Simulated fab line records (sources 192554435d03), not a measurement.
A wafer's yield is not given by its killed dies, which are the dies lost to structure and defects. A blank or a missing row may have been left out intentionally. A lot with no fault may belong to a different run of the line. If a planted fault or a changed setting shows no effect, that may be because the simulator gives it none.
Chamber matching | flow n5_finfet | N5_BEOL_M10_VIA_ETCH_34 on rie_diel-06: 4 sister chambers
The step etches SiCOH lowk in C4F6/O2, target depth 184.5 nm, time 69.2 s. 16 wafers are shown with their chamber, then 8 later ones without.

== EACH WAFER AND ITS CHAMBER ==
wafer  | chamber | rf_vpp_V (V) | throttle_valve_pct (%) | oes_product_au (a.u.)
L079.1 | 3       | 665          | 21.01                  | 0.83
L079.4 | 2       | 682          | 21.11                  | 0.72
L079.5 | 1       | 703          | 21.05                  | 0.87
L085.1 | 2       | 681          | 21.12                  | 0.70
L085.4 | 0       | 618          | 20.82                  | 0.89
L085.5 | 1       | 706          | 21.07                  | 0.85
L087.1 | 2       | 682          | 21.15                  | 0.69
L087.5 | 0       | 618          | 20.80                  | 0.87
L087.6 | 1       | 703          | 21.07                  | 0.83
L091.2 | 2       | 681          | 21.16                  | 0.69
L091.4 | 1       | 704          | 21.08                  | 0.84
L091.6 | 3       | 665          | 21.05                  | 0.79
L093.2 | 1       | 702          | 21.10                  | 0.83
L093.4 | 2       | 683          | 21.16                  | 0.69
L093.5 | 2       | 682          | 21.15                  | 0.69
L094.1 | 0       | 617          | 20.86                  | 0.86

SIGNATURES (averages over the wafers above)
reading            | chamber 0 | chamber 1 | chamber 2 | chamber 3 | scatter within a chamber
rf_vpp_V           | 617.67    | 703.60    | 681.83    | 665.00    | 1.03
throttle_valve_pct | 20.8267   | 21.0740   | 21.1417   | 21.0300   | 0.0229
oes_product_au     | 0.8733    | 0.8440    | 0.6967    | 0.8100    | 0.0161
Rule: a wafer lies at a distance from a chamber equal to the root of the sum of squares, over the readings, of (its reading less the chamber's mean, divided by the reading's scatter). The wafer belongs to the nearest chamber; if the next one is less than 2 further off, it can't be placed. The scatter: the root of (the sum of the squares of (reading less its chamber's mean) over the shown wafers, divided by (wafers less chambers)).

== WAFERS WHOSE CHAMBER IS MISSING ==
wafer  | rf_vpp_V (V) | throttle_valve_pct (%) | oes_product_au (a.u.)
L094.4 | 666          | 21.05                  | 0.79
L094.5 | 666          | 21.08                  | 0.80
L097.3 | 666          | 21.05                  | 0.79
L097.4 | 704          | 21.11                  | 0.81
L097.5 | 681          | 21.17                  | 0.69
L095.2 | 617          | 20.83                  | 0.85
L095.5 | 681          | 21.16                  | 0.68
L095.6 | 667          | 21.06                  | 0.78

== WHICH CHAMBER EACH WENT THROUGH ==
wafer  | from the rows above | in truth
L094.4 | 3                   | 3
L094.5 | 3                   | 3
L097.3 | 3                   | 3
L097.4 | 1                   | 1
L097.5 | 2                   | 2
L095.2 | 0                   | 0
L095.5 | 2                   | 2
L095.6 | 3                   | 3
8 of 8 placed correctly. Not placeable from these rows: 0. Placed wrongly: 0.
